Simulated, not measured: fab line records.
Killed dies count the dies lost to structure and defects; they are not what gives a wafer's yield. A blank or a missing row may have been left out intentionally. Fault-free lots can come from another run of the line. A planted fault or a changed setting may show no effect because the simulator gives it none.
fab line records	flow n5Finfet
record lots=6	wafers=18	lastDay=17
route steps=1938 shown BEOL_M7@1278 PASSIVATION@1936
lots with no fault: from the same line, run without faults
startH: start of the lot's first displayed wafer, in hours after the record's first day	waitH: hours elapsed since this lot's preceding step	" repeats the value in the row above	L1.1+2: one row covering several wafers at once	- no value, or no start was given	* or withheld: withheld	< > ~ a bound
route shown NAME@n: NAME is a module with steps in the file, n the number in the route of the first one	usual: mean/standard deviation taken from wafers without a fault	same: alike in all rows	chamber/n: place in a boat	sites: each site's reading	_std_site: the values' standard deviation	_edge_site: the outer-site mean with the inner-site mean subtracted	radiusMm: for every site, how far away it sits from the centre of the wafer	mask NAME#n: copy n	behind: the most recent tool/chamber to have shaped the wafer	hold: reason for holding the lot/hours on hold/outcome of the hold	device: the n, p or np transistor that did not switch	end of line: the tests these same wafers got at the end of their route	a step with no rows: only its recipe	killed: the dies lost at the first sort to structure and to defects; this is not the yield of the wafer	map: a wafer's dies, marking killed ones x, the rest . and places with no die _
set.NAME: the setting the step ran with; set.NAME@STEP: the setting that earlier step ran with	model.NAME: the simulator's own value behind a step, which no gauge read
certain route steps with their lots: each step a table, each wafer a row
services: a tool's chamber out of use, with start hour (startH, from the record's first day; less than 0 if before it), hours out, and reason
## steps
# step N5_BEOL_M7_INSPECT_13
# recipe mode=adi	inspectInstrument=brightfield
# usual rawDefectCount=415/90
lot.wafer	tool	chamber	startH	waitH	rawDefectCount
L528.1	defectInspect-01	-	224.04	0.0	450
L528.2	"	-	"	"	393
L528.4	"	-	"	"	462
L527.1	defectInspect-02	-	228.80	0.0	293
L527.4	"	-	"	"	214
L527.5	"	-	"	"	339
L538.2	defectInspect-02	-	302.65	0.0	324
L538.4	"	-	"	"	578
L538.5	"	-	"	"	467
L544.1	defectInspect-02	-	325.91	0.0	364
L544.5	"	-	"	"	342
L544.6	"	-	"	"	318
L542.1	defectInspect-02	-	328.59	0.0	464
L542.2	"	-	"	"	449
L542.6	"	-	"	"	405
L545.2	defectInspect-02	-	332.07	0.0	463
L545.3	"	-	"	"	454
L545.6	"	-	"	"	531
# step N5_BEOL_M7_DESCUM_16
# recipe chemistry=O2	timeS=7.9	sourcePowerW=50	biasPowerW=20	pressureMtorr=20	rfFrequencyHz=2.712e+07	tempC=40	resist=CAR-ArF	o2FlowSccm=225
# usual drypumpMotorCurrentA=5.8/0.43	oesProductAu=0.79/0.088	rfVppV=242.9/1.2	showerheadPlenumPTorr=2.07/0.056	throttleValvePct=20.47/0.21
lot.wafer	tool	chamber	startH	waitH	drypumpMotorCurrentA	oesProductAu	rfHoursCounterH	rfVppV	showerheadPlenumPTorr	throttleValvePct
L528.1	rieDiel-02	0	224.08	0.0	5.0	0.84	62	242.7	2.03	20.35
L528.2	"	2	"	"	6.0	0.70	180	245.1	2.15	20.58
L528.4	"	0	"	"	5.0	0.84	-	242.1	2.03	20.36
L527.1	rieDiel-02	1	228.84	0.0	5.8	1.03	0	242.8	2.04	20.53
L527.4	"	0	"	"	5.0	0.85	63	239.7	2.03	20.34
L527.5	"	1	"	"	5.8	1.04	-	242.9	2.04	20.52
L538.2	rieDiel-02	3	304.07	1.4	6.3	0.80	113	243.0	2.09	20.46
L538.4	"	0	"	"	5.0	0.82	83	243.2	2.02	20.38
L538.5	"	2	"	"	6.0	0.69	-	243.0	2.14	20.65
L544.1	rieDiel-02	1	325.98	0.1	5.8	0.90	35	242.6	2.03	20.57
L544.5	"	0	"	"	5.0	0.81	-	242.9	2.02	20.40
L544.6	"	1	"	"	5.8	0.91	-	241.3	2.03	20.60
L542.1	rieDiel-02	1	328.71	0.1	5.8	0.91	36	241.5	2.02	20.57
L542.2	"	3	"	"	6.3	0.78	121	244.0	2.09	20.44
L542.6	"	2	"	"	6.0	0.67	-	244.0	2.14	20.65
L545.2	rieDiel-02	1	332.10	0.0	5.8	0.91	37	243.0	2.02	20.57
L545.3	"	3	"	"	6.3	0.79	122	241.6	2.09	20.46
L545.6	"	1	"	"	5.8	0.93	-	242.3	2.02	20.57
# step N5_BEOL_M7_ETCH_61
# recipe chemistry=CF4	target=SiARC	targetDepthA=455	maskMaterial=CAR-ArF	timeS=75.8	ionEnergyEv=80	pressureMtorr=40	sourceW=545	biasW=36	Ar_flow_sccm=100	cf4FlowSccm=100	ends=cleared
# usual drypumpMotorCurrentA=5.8/0.44	etchRfOnTimeS=75.6/1.7	oesProductAu=0.67/0.072	rfVppV=183.9/0.99	showerheadPlenumPTorr=2.12/0.053	throttleValvePct=15.68/0.21
lot.wafer	tool	chamber	startH	waitH	drypumpMotorCurrentA	etchRfOnTimeS	oesProductAu	rfHoursCounterH	rfVppV	showerheadPlenumPTorr	throttleValvePct
L528.1	rieDiel-02	0	224.11	0.0	5.0	74.2	0.73	62	183.6	2.08	15.50
L528.2	"	2	"	"	6.0	77.9	0.60	180	185.5	2.21	15.91
L528.4	"	0	"	"	5.0	74.6	0.72	-	185.2	2.09	15.52
L527.1	rieDiel-02	1	228.87	0.0	5.8	76.0	0.85	0	184.6	2.11	15.72
L527.4	"	0	"	"	5.0	73.8	0.73	63	182.8	2.08	15.49
L527.5	"	1	"	"	5.8	75.7	0.86	-	184.1	2.11	15.72
L538.2	rieDiel-02	3	304.11	0.0	6.3	74.9	0.67	113	185.1	2.15	15.69
L538.4	"	0	"	"	5.0	74.6	0.70	83	182.3	2.08	15.55
L538.5	"	2	"	"	6.0	78.3	0.59	-	184.7	2.20	15.95
L544.1	rieDiel-02	1	326.01	0.0	5.8	76.6	0.77	35	182.5	2.09	15.79
L544.5	"	0	"	"	5.0	74.8	0.68	-	181.4	2.07	15.57
L544.6	"	1	"	"	5.8	76.8	0.77	-	182.4	2.09	15.78
L542.1	rieDiel-02	1	328.74	0.0	5.8	78.3	0.76	36	185.2	2.09	15.80
L542.2	"	3	"	"	6.3	75.0	0.67	121	183.5	2.15	15.71
L542.6	"	2	"	"	6.0	78.5	0.58	-	186.8	2.19	15.98
L545.2	rieDiel-02	1	332.14	0.0	5.8	77.2	0.77	37	183.3	2.09	15.81
L545.3	"	3	"	"	6.3	74.9	0.67	122	184.3	2.15	15.71
L545.6	"	1	"	"	5.8	77.1	0.76	-	185.0	2.09	15.80
# step N5_BEOL_M7_ETCH_62
# recipe chemistry=N2/H2	target=SOC	targetDepthA=1100	overetchA=220	maskMaterial=SiARC	tempC=40	timeS=165	ionEnergyEv=200	pressureMtorr=30	sourceW=840	biasW=150	n2FlowSccm=200	h2FlowSccm=200
# step N5_BEOL_M7_STRIP_68
# recipe chemistry=N2/H2	tempC=40	n2FlowSccm=200	h2FlowSccm=200	rfFrequencyHz=6e+07
# step N5_BEOL_M7_STRIP_67
# recipe chemistry=CF4	resist=SiARC	powerW=300	biasPowerW=75	pressureMtorr=50	cf4FlowSccm=150	rfFrequencyHz=6e+07
# usual drypumpMotorCurrentA=5.8/0.43	oesProductAu=0.79/0.08	rfVppV=270.8/1.3	showerheadPlenumPTorr=1.78/0.048	throttleValvePct=13.65/0.22
lot.wafer	tool	chamber	startH	waitH	drypumpMotorCurrentA	oesProductAu	rfHoursCounterH	rfVppV	showerheadPlenumPTorr	throttleValvePct
L528.1	rieDiel-02	0	224.32	0.0	5.0	0.84	62	270.4	1.75	13.47
L528.2	"	2	"	"	6.0	0.72	180	272.4	1.85	13.91
L528.4	"	0	"	"	5.0	0.84	-	271.9	1.75	13.47
L527.1	rieDiel-02	1	229.08	0.0	5.8	1.01	0	269.4	1.77	13.66
L527.4	"	0	"	"	5.0	0.83	63	270.9	1.75	13.48
L527.5	"	1	"	"	5.8	1.01	-	270.1	1.77	13.64
L538.2	rieDiel-02	3	304.31	0.0	6.3	0.79	113	271.3	1.80	13.65
L538.4	"	0	"	"	5.0	0.81	83	270.3	1.74	13.51
L538.5	"	2	"	"	6.0	0.69	-	274.4	1.85	13.99
L544.1	rieDiel-02	1	326.21	0.0	5.8	0.90	35	269.5	1.76	13.74
L544.5	"	0	"	"	5.0	0.80	-	269.3	1.74	13.52
L544.6	"	1	"	"	5.8	0.91	-	270.7	1.76	13.73
L542.1	rieDiel-02	1	328.95	0.0	5.8	0.91	36	270.5	1.76	13.74
L542.2	"	3	"	"	6.3	0.79	121	272.5	1.80	13.69
L542.6	"	2	"	"	6.0	0.70	-	272.5	1.84	14.00
L545.2	rieDiel-02	1	332.34	0.0	5.8	0.91	38	269.3	1.76	13.77
L545.3	"	3	"	"	6.3	0.78	122	270.1	1.80	13.66
L545.6	"	1	"	"	5.8	0.90	-	270.9	1.76	13.74
# step N5_BEOL_M7_HM_OPEN_17
# recipe chemistry=Cl2/BCl3	targetDepthA=200	overetchA=60	target=TiN	maskMaterial=SOC	ionEnergyEv=150	pressureMtorr=10	icpW=1000	biasW=126	Cl2_flow_sccm=53.25	bcl3FlowSccm=21.75	Ar_flow_sccm=25
# usual drypumpMotorCurrentA=5.9/0.56	oesProductAu=0.65/0.086	throttleValvePct=22.1/0.31
lot.wafer	tool	chamber	startH	waitH	drypumpMotorCurrentA	oesProductAu	rfHoursCounterH	throttleValvePct
L528.1	rieMetal-01	1	224.36	0.0	6.3	0.54	120	22.8
L528.2	"	0	"	"	5.4	0.74	18	21.6
L528.4	"	1	"	"	6.3	0.54	-	22.8
L527.1	rieMetal-03	0	229.12	0.0	6.2	0.58	82	21.9
L527.4	"	0	"	"	6.2	0.57	-	21.9
L527.5	"	1	"	"	6.1	0.65	-	22.1
L538.2	rieMetal-01	0	304.35	0.0	5.4	0.71	27	21.7
L538.4	"	1	"	"	6.3	0.82	-	22.5
L538.5	"	0	"	"	5.4	0.72	-	21.7
L544.1	rieMetal-01	1	326.25	0.0	6.3	0.80	3	22.4
L544.5	"	1	"	"	6.3	0.80	-	22.4
L544.6	"	0	"	"	5.4	0.71	-	21.6
L542.1	rieMetal-02	0	328.99	0.0	5.1	0.55	105	22.2
L542.2	"	1	"	"	6.6	0.67	34	22.0
L542.6	"	0	"	"	5.1	0.55	-	22.2
L545.2	rieMetal-03	1	332.38	0.0	6.1	0.62	61	22.1
L545.3	"	1	"	"	6.1	0.63	-	22.1
L545.6	"	1	"	"	6.1	0.62	-	22.1
# step N5_BEOL_M7_STRIP_19
# recipe chemistry=O2	powerW=400	tempC=40	pressureMtorr=30	rfFrequencyHz=6e+07	biasPowerW=0	overashFraction=0.2	o2FlowSccm=225
# step N5_BEOL_M7_CD_MEAS_18
# recipe pitchNm=80	targetCdNm=40
# usual cdNm=40.2/0.55
lot.wafer	tool	chamber	startH	waitH	cdNm
L528.1	cdSem-01	-	224.55	0.0	40.0
L528.2	"	-	"	"	39.9
L528.4	"	-	"	"	39.8
L527.1	cdSem-01	-	229.31	0.0	40.5
L527.4	"	-	"	"	40.5
L527.5	"	-	"	"	40.7
L538.2	cdSem-01	-	304.63	0.1	40.3
L538.4	"	-	"	"	40.8
L538.5	"	-	"	"	39.0
L544.1	cdSem-02	-	326.44	0.1	40.1
L544.5	"	-	"	"	40.2
L544.6	"	-	"	"	39.5
L542.1	cdSem-02	-	329.17	0.0	40.9
L542.2	"	-	"	"	40.6
L542.6	"	-	"	"	40.3
L545.2	cdSem-01	-	332.56	0.1	40.6
L545.3	"	-	"	"	40.5
L545.6	"	-	"	"	40.2
# step N5_BEOL_M7_COAT_63
# recipe resist=SOC	tempC=250	timeS=60	spinRpm=1500	resistThkNm=60
# step N5_BEOL_M7_COAT_64
# recipe resist=SiARC	tempC=220	timeS=60	spinRpm=1500	resistThkNm=12
# step N5_BEOL_M7_COAT_71
# recipe resist=underlayer	tempC=205	timeS=60	spinRpm=1500	resistThkNm=5
# step N5_BEOL_M7_COAT_22
# recipe resist=CAR-EUV	spinRpm=1500	resistThkNm=30
# usual exhaustPa=44.8/0.84	spinSpeedRpm=1500.1/1
lot.wafer	tool	chamber	startH	waitH	exhaustPa	spinSpeedRpm	model.CAR-EUV_of_BEOL_M7_COAT_22.thkNm
L528.1	lithoTrack-02	0	226.19	-	43.0	1498.7	30
L528.2	"	0	"	"	44.7	1498.4	30
L528.4	"	0	"	"	45.7	1499.7	30
L527.1	lithoTrack-04	0	233.65	-	45.3	1501.1	30
L527.4	"	0	"	"	45.0	1500.1	30
L527.5	"	0	"	"	43.7	1499.3	30
L538.2	lithoTrack-02	0	305.49	-	44.7	1549.2	29.2
L538.4	"	0	"	"	46.2	1548.6	29.4
L538.5	"	0	"	"	45.8	1546.5	29.4
L544.1	lithoTrack-04	0	326.93	-	44.6	1499.7	30
L544.5	"	0	"	"	45.8	1499.9	30
L544.6	"	0	"	"	44.4	1500.5	30
L542.1	lithoTrack-02	0	329.88	-	43.9	1550.4	29.6
L542.2	"	0	"	"	45.2	1549.4	29.6
L542.6	"	0	"	"	44.0	1551.2	29.6
L545.2	lithoTrack-04	0	334.73	-	44.4	1500.6	30.2
L545.3	"	0	"	"	43.2	1500.1	30
L545.6	"	0	"	"	44.5	1497.5	30
# step N5_BEOL_M7_EBR_24
# recipe solvent=PGMEA	ebrWidthMm=1.5
# step N5_BEOL_M7_SOFTBAKE_23
# recipe tempC=110	timeS=60	resist=CAR-EUV
# step N5_BEOL_M7_EXPOSE_25
# recipe maskId=V6	na=0.33	sourceShape=annular	sigmaInner=0.4	sigmaOuter=0.8	polarization=unpolarized	targetCdNm=40	doseMj=42.5
# step N5_BEOL_M7_PEB_26
# recipe pebTempC=100	pebTimeS=60	resist=CAR-EUV
# step N5_BEOL_M7_DEVELOP_27
# recipe developTimeS=30	developer=TMAH	resist=CAR-EUV	rinseLiquid=surfactantRinse	dry=airSpin	devTempC=23
# step N5_BEOL_M7_CD_MEAS_28
# recipe targetCdNm=40	landingEnergyEv=500	detector=seInlens
# usual cdNm=39.92/0.24
lot.wafer	tool	chamber	startH	waitH	cdNm
L528.1	cdSem-02	0	226.45	-	39.44
L528.2	"	0	"	"	40.00
L528.4	"	0	"	"	39.89
L527.1	cdSem-03	0	234.02	-	40.17
L527.4	"	0	"	"	40.50
L527.5	"	0	"	"	39.78
L538.2	cdSem-01	0	305.88	-	39.73
L538.4	"	0	"	"	40.09
L538.5	"	0	"	"	39.96
L544.1	cdSem-02	0	327.35	-	39.75
L544.5	"	0	"	"	40.15
L544.6	"	0	"	"	40.25
L542.1	cdSem-03	0	330.15	-	40.09
L542.2	"	0	"	"	39.65
L542.6	"	0	"	"	40.16
L545.2	cdSem-03	0	335.01	-	39.70
L545.3	"	0	"	"	39.76
L545.6	"	0	"	"	40.03
# step N5_BEOL_M7_OVL_MEAS_29
# recipe pointsPerWafer=522
# usual V6_OVL=0.0/0.73
lot.wafer	tool	chamber	startH	waitH	V6_OVL[nm]
L528.1	overlay-01	0	226.48	0.0	-0.3
L528.2	"	0	"	"	0.1
L528.4	"	0	"	"	0.8
L527.1	overlay-02	0	234.05	0.0	0.3
L527.4	"	0	"	"	-0.3
L527.5	"	0	"	"	-0.5
L538.2	overlay-02	0	305.92	0.0	0.6
L538.4	"	0	"	"	0.1
L538.5	"	0	"	"	0.0
L544.1	overlay-01	0	327.38	0.0	-0.9
L544.5	"	0	"	"	-0.4
L544.6	"	0	"	"	-1.4
L542.1	overlay-01	0	330.18	0.0	-0.9
L542.2	"	0	"	"	-1.2
L542.6	"	0	"	"	-0.9
L545.2	overlay-02	0	335.05	0.0	0.8
L545.3	"	0	"	"	0.5
L545.6	"	0	"	"	-0.4
# step N5_BEOL_M7_INSPECT_30
# recipe mode=adi	inspectInstrument=brightfield
# usual rawDefectCount=409/86
lot.wafer	tool	chamber	startH	waitH	rawDefectCount
L528.1	defectInspect-01	-	226.54	0.1	452
L528.2	"	-	"	"	410
L528.4	"	-	"	"	477
L527.1	defectInspect-02	-	234.11	0.1	295
L527.4	"	-	"	"	225
L527.5	"	-	"	"	345
L538.2	defectInspect-02	-	305.97	0.0	305
L538.4	"	-	"	"	540
L538.5	"	-	"	"	432
L544.1	defectInspect-02	-	327.44	0.1	341
L544.5	"	-	"	"	353
L544.6	"	-	"	"	341
L542.1	defectInspect-02	-	330.23	0.1	480
L542.2	"	-	"	"	429
L542.6	"	-	"	"	365
L545.2	defectInspect-01	-	335.10	0.0	410
L545.3	"	-	"	"	418
L545.6	"	-	"	"	474
# step N5_BEOL_M7_DESCUM_33
# recipe chemistry=O2	timeS=7	sourcePowerW=50	biasPowerW=20	pressureMtorr=20	rfFrequencyHz=2.712e+07	tempC=40	resist=CAR-EUV	o2FlowSccm=225
# step N5_BEOL_M7_ETCH_72
# recipe chemistry=N2/H2	target=underlayer	targetDepthA=65	maskMaterial=CAR-EUV	timeS=5.2	ionEnergyEv=200	pressureMtorr=30	sourceW=840	biasW=150	n2FlowSccm=200	h2FlowSccm=200	ends=cleared
# usual drypumpMotorCurrentA=5.8/0.42	etchRfOnTimeS=5.17/0.12	oesProductAu=0.67/0.073	rfVppV=522.9/2.3	showerheadPlenumPTorr=2.50/0.067	throttleValvePct=17.87/0.29
lot.wafer	tool	chamber	startH	waitH	drypumpMotorCurrentA	etchRfOnTimeS	oesProductAu	rfHoursCounterH	rfVppV	showerheadPlenumPTorr	throttleValvePct
L528.1	rieDiel-06	1	226.61	0.0	5.5	5.17	0.62	176	523.6	2.54	17.50
L528.2	"	2	"	"	6.2	4.98	0.61	202	525.8	2.51	18.17
L528.4	"	0	"	"	5.6	5.03	0.79	9	524.6	2.48	17.73
L527.1	rieDiel-01	1	234.71	0.0	5.4	5.20	0.63	187	520.7	2.41	17.59
L527.4	"	0	"	"	6.3	5.00	0.78	-	523.9	2.48	17.34
L527.5	"	1	"	"	5.4	5.22	0.62	-	520.6	2.41	17.60
L538.2	rieDiel-02	3	306.98	0.0	6.3	5.03	0.69	115	523.4	2.55	18.03
L538.4	"	1	"	"	5.8	5.25	0.77	27	525.2	2.49	18.18
L538.5	"	3	"	"	6.3	5.04	0.68	-	524.3	2.55	18.01
L544.1	rieDiel-01	0	327.50	0.0	6.4	4.94	0.76	55	521.8	2.46	17.42
L544.5	"	2	"	"	5.8	5.11	0.63	-	521.8	2.54	18.17
L544.6	"	1	"	"	5.4	5.24	0.60	-	519.8	2.40	17.64
L542.1	rieDiel-02	2	330.30	0.0	6.0	5.39	0.58	219	525.0	2.61	18.11
L542.2	"	0	"	"	5.0	5.07	0.69	93	523.5	2.45	17.82
L542.6	"	1	"	"	5.8	5.34	0.74	-	524.1	2.49	18.18
L545.2	rieDiel-01	2	335.17	0.0	5.9	5.13	0.63	210	521.2	2.53	18.21
L545.3	"	0	"	"	6.3	5.01	0.75	57	520.3	2.46	17.41
L545.6	"	3	"	"	6.2	5.17	0.62	-	520.0	2.42	17.79
# step N5_BEOL_M7_ETCH_65
# recipe chemistry=CF4	target=SiARC	targetDepthA=156	maskMaterial=CAR-EUV	timeS=26	ionEnergyEv=80	pressureMtorr=40	sourceW=545	biasW=36	Ar_flow_sccm=100	cf4FlowSccm=100	ends=cleared
# usual drypumpMotorCurrentA=5.8/0.42	etchRfOnTimeS=25.8/0.54	oesProductAu=0.67/0.073	rfVppV=183.5/0.94	showerheadPlenumPTorr=2.11/0.051	throttleValvePct=15.64/0.24
lot.wafer	tool	chamber	startH	waitH	drypumpMotorCurrentA	etchRfOnTimeS	oesProductAu	rfHoursCounterH	rfVppV	showerheadPlenumPTorr	throttleValvePct	model.CAR-EUV_of_BEOL_M7_COAT_22.thkNm
L528.1	rieDiel-06	1	226.62	0.0	5.5	26.1	0.62	176	183.0	2.13	15.31	11.2
L528.2	"	2	"	"	6.2	25.2	0.62	202	185.6	2.13	15.99	11.2
L528.4	"	0	"	"	5.6	25.4	0.79	9	183.8	2.12	15.64	11.2
L527.1	rieDiel-01	1	234.73	0.0	5.5	26.0	0.63	187	183.7	2.05	15.50	11.2
L527.4	"	0	"	"	6.4	25.2	0.79	-	183.4	2.09	15.17	11.2
L527.5	"	1	"	"	5.4	26.0	0.63	-	182.9	2.05	15.51	11.2
L538.2	rieDiel-02	3	307.00	0.0	6.3	25.9	0.67	115	184.5	2.15	15.69	10.4
L538.4	"	1	"	"	5.8	26.5	0.78	27	182.9	2.10	15.78	10.6
L538.5	"	3	"	"	6.3	25.9	0.67	-	184.2	2.15	15.70	10.6
L544.1	rieDiel-01	0	327.52	0.0	6.3	25.1	0.74	55	183.2	2.08	15.24	11.2
L544.5	"	2	"	"	5.8	25.8	0.63	-	183.5	2.13	15.77	11.2
L544.6	"	1	"	"	5.4	26.2	0.61	-	183.8	2.03	15.57	11.2
L542.1	rieDiel-02	2	330.32	0.0	6.0	26.8	0.58	219	183.1	2.19	15.97	10.8
L542.2	"	0	"	"	5.0	25.6	0.70	93	183.3	2.07	15.58	10.8
L542.6	"	1	"	"	5.8	26.3	0.76	-	183.8	2.09	15.81	10.8
L545.2	rieDiel-01	2	335.18	0.0	5.8	25.9	0.63	210	182.9	2.12	15.77	11.2
L545.3	"	0	"	"	6.3	25.6	0.74	57	182.9	2.08	15.23	11.2
L545.6	"	3	"	"	6.2	26.4	0.62	-	183.0	2.04	15.59	11.2
# step N5_BEOL_M7_ETCH_66
# recipe chemistry=N2/H2	target=SOC	targetDepthA=800	overetchA=160	maskMaterial=SiARC	tempC=40	timeS=120	ionEnergyEv=200	pressureMtorr=30	sourceW=840	biasW=150	n2FlowSccm=200	h2FlowSccm=200
# step N5_PASSIVATION_PROBE_49
# usual defectLimitedYield=91.2/1.5	killed_at_M0_to_M3=34/11	killed_at_M4_up=14/5.4	killedAtContacts=12/5.9	killedAtFrontEnd=40/12	killedAtOther=4/3.3	killedDies=103/18	killedOpen=68/13	killedShort=34/7.5	sort_bin_5_function=5.1/1	sort_bin_6_memory=3.3/0.7	sortNPass=1076/18	sortYieldPct=91.2/1.5
# same grossDies=1180	killedAtBackSide=0	sort_bin_4_leakage[%]=0	sort_bin_8_speed[%]=0
lot.wafer	tool	chamber	startH	waitH	defectLimitedYield[%]	killed_at_M0_to_M3	killed_at_M4_up	killedAtContacts	killedAtFrontEnd	killedAtOther	killedDies	killedOpen	killedShort	sort_bin_5_function[%]	sort_bin_6_memory[%]	sortNPass	sortYieldPct[%]
L527.1	prober-01	-	313.38	0.0	94.0	33	11	5	21	1	71	45	25	3.4	2.6	1109	94.0
L527.4	prober-01	-	313.53	0.2	91.6	30	13	19	37	0	99	71	28	5.3	3.0	1081	91.6
L527.5	prober-01	-	313.58	0.2	91.0	46	10	7	39	4	106	67	39	5.8	2.8	1074	91.0
# killed by level:class
L527.1 BEOL_M0_SAQP:geometricParticle:short=9 BEOL_M2:geometricParticle:open=7 FIN_SAQP:geometricParticle:open=5 BEOL_M0_SAQP:geometricParticle:open=5 STARTING-WAFER:geometricParticle:short=5 MOL_CONTACT_COAG:geometricParticle:open=4 BEOL_M1:geometricParticle:open=4 FIN_SAQP:geometricParticle:short=3
L527.4 MOL_CONTACT_COAG:geometricParticle:open=16 STI_FIN_REVEAL:geometricParticle:open=10 BEOL_M0_SAQP:geometricParticle:short=10 BEOL_M4:geometricParticle:open=9 BEOL_M0_SAQP:geometricParticle:open=8 FIN_SAQP:geometricParticle:short=6 BEOL_M2:geometricParticle:open=6 FIN_SAQP:geometricParticle:open=5
L527.5 BEOL_M0_SAQP:geometricParticle:open=16 BEOL_M0_SAQP:geometricParticle:short=16 STI_FIN_REVEAL:geometricParticle:open=8 BEOL_M2:geometricParticle:open=7 FIN_SAQP:geometricParticle:open=6 GATE_CUT:geometricParticle:open=6 GATE_CUT:geometricParticle:short=6 MOL_CONTACT_COAG:geometricParticle:open=6
## services
tool	chamber	startH	hours	kind
rieDiel-06	2	204.70	3.3	repair
rieDiel-02	1	208.27	-	clean
rieDiel-02	1	208.27	-	consumableReplace:focusRing
rieDiel-02	1	208.27	17.2	scheduledDown
rieDiel-02	1	208.27	17.2	ventCycle
rieDiel-02	0	242.88	8.6	repair
rieDiel-06	-	246.07	0.3	repair
rieMetal-01	1	253.93	-	clean
rieMetal-01	1	253.93	25.0	scheduledDown
rieMetal-01	1	253.93	25.0	ventCycle
rieMetal-03	-	262.60	0.2	repair
rieDiel-06	-	291.33	15.6	pm
rieDiel-02	3	315.13	4.7	repair
## key
firstSign step=N5_BEOL_M7_COAT_22	reading=spinSpeedRpm	direction=up	sigmas=48	usual=*	struck=*
effect none on later readings
modelEffect step=N5_BEOL_M7_COAT_22	value=CAR-EUV_of_BEOL_M7_COAT_22.thkNm	without=29.97	struck=29.47
modelEffect step=N5_BEOL_M7_ETCH_65	value=CAR-EUV_of_BEOL_M7_COAT_22.thkNm	without=11.17	struck=10.67
metAt N5_BEOL_M7_COAT_22
struckWafers L538.2,L538.4,L538.5,L542.1,L542.2,L542.6
onsetBetween 226.19 305.49
fault kind=processParameterDrift	tool=lithoTrack-02	chamber=-	onsetH=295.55	steps=N5_BEOL_M7_COAT_22	channel=spinRpm	offset=*	shape=step	endH=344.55	actsIn=*	stated=*
